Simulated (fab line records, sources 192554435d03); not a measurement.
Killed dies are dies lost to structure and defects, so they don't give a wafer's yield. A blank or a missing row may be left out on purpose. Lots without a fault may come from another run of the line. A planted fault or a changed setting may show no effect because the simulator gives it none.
Problem report in the 8D (eight disciplines) form, filled by code | flow n5_finfet | the parts of the form that need people (team, actions taken, sign-off) are left out

1. THE PROBLEM
thk_nm at N5_BEOL_M0_SAQP_THK_MEAS_05 reads a mean of 45.5 nm on 2 wafers of 2 lots; wafers without a fault read 60.3 nm with a standard deviation of 1. That is -15 standard deviations from the usual mean.
First seen on wafer L300.2, day 10 15:28, on film_metro-01. The record holds 24 wafers of 8 lots with a number at this step. Rule for "out", or "out of limits": more than 4 standard deviations from the usual mean. The other wafers with a number count as sound.

2. WHAT IT IS AND WHAT IT IS NOT
question                    | is                           | is not
which readings at this step | thk_nm                       | -
which lots                  | L300, L301                   | L281, L285, L286, L288, L293, L294
which wafers of those lots  | L300.2, L301.2               | L300.5, L300.6, L301.4, L301.5
read on which gauges        | film_metro-01, film_metro-02 | -
when                        | from day 10 15:28            | up to then (20 sound wafers); but 2 sound wafers of L301 came after

3. SUSPECTS, AND WHAT RULES EACH OUT
Counting: a tool at a process step up to the reading stays a suspect if it ran every lot that is out. Sound lots after the first of them don't rule it out here, since some wafers of a struck lot are sound.
- the gauge at N5_BEOL_M0_SAQP_THK_MEAS_05: ruled out. The wafers that are out were read on 2 gauges (film_metro-01, film_metro-02).
- rie_diel-04 at N5_MOL_CONTACT_COAG_DESCUM_45 (chemistry O2, time 7 s): kept. It ran every lot that is out, first L300 (day 10 09:10); its last sound lot up to then is L288 (day 7 15:59).
- rie_diel-04 at N5_MOL_CONTACT_COAG_STRIP_72 (strips in N2/H2): kept. It ran every lot that is out, first L300 (day 10 09:46); its last sound lot up to then is L294 (day 8 23:31).
- pecvd-04 at N5_BEOL_M0_SAQP_PECVD_04 (deposits a-Si from SiH4/He, target thk 60 nm, time 60.2 s): kept. It ran every lot that is out, first L300 (day 10 15:20); its last sound lot up to then is L293 (day 8 21:28).
- Within rie_diel-04 at N5_MOL_CONTACT_COAG_STRIP_72: the wafers that are out ran in chamber 1; their sound lot-mates ran in chambers 0, 2, 3.
Left after counting: rie_diel-04 at N5_MOL_CONTACT_COAG_DESCUM_45, rie_diel-04 at N5_MOL_CONTACT_COAG_STRIP_72, pecvd-04 at N5_BEOL_M0_SAQP_PECVD_04.

4. THE CAUSE (what the simulator had put in)
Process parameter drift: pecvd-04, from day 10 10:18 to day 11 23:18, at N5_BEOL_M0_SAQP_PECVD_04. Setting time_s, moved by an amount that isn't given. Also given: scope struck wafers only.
Counting left 3 suspects, and this tool is among them.

5. THE CHAIN OF EFFECTS, in route order
Each row: a reading whose mean over the struck wafers that have a number lies more than 3 standard deviations from the usual. Only readings for which the record gives a usual standard deviation are gone through. hours: the time from each lot's start at the first step in this table that gives one to its start at this step, as a median over the lots. sigmas: the change in usual standard deviations.
hours | step                            | reading        | usual      | on struck wafers | change | sigmas
0     | N5_BEOL_M0_SAQP_THK_MEAS_05     | thk_nm         | 60.3 nm    | 45.5             | -14.8  | -15
1     | N5_BEOL_M0_SAQP_MANDREL_ETCH_20 | oes_product_au | 0.781 a.u. | 0.669            | -0.112 | -8.0
The process steps in it:
- N5_BEOL_M0_SAQP_MANDREL_ETCH_20: etches a-Si in HBr/Cl2, stops on SiNx, target depth 60 nm, bt time 10 s, time 30 s.
Later measuring or inspecting steps at which every struck wafer that the step has a row for has a number for every such reading, and none has moved that far: N5_BEOL_M4_RC_MEAS_101.

6. WHAT WOULD HAVE CAUGHT IT SOONER
In this record the first reading out of limits at a measuring or inspecting step was taken at day 10 15:28, 5 hours after the fault began at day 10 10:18.
Of the tool readings at N5_BEOL_M0_SAQP_PECVD_04 for which the record gives a usual standard deviation, none was out on any struck wafer, so an alarm limit of 4 standard deviations on them would not have fired.
Of the lots that are out (2), L301 began N5_BEOL_M0_SAQP_PECVD_04 on pecvd-04 after day 10 15:28. A hold on the tool at that time would have spared it.
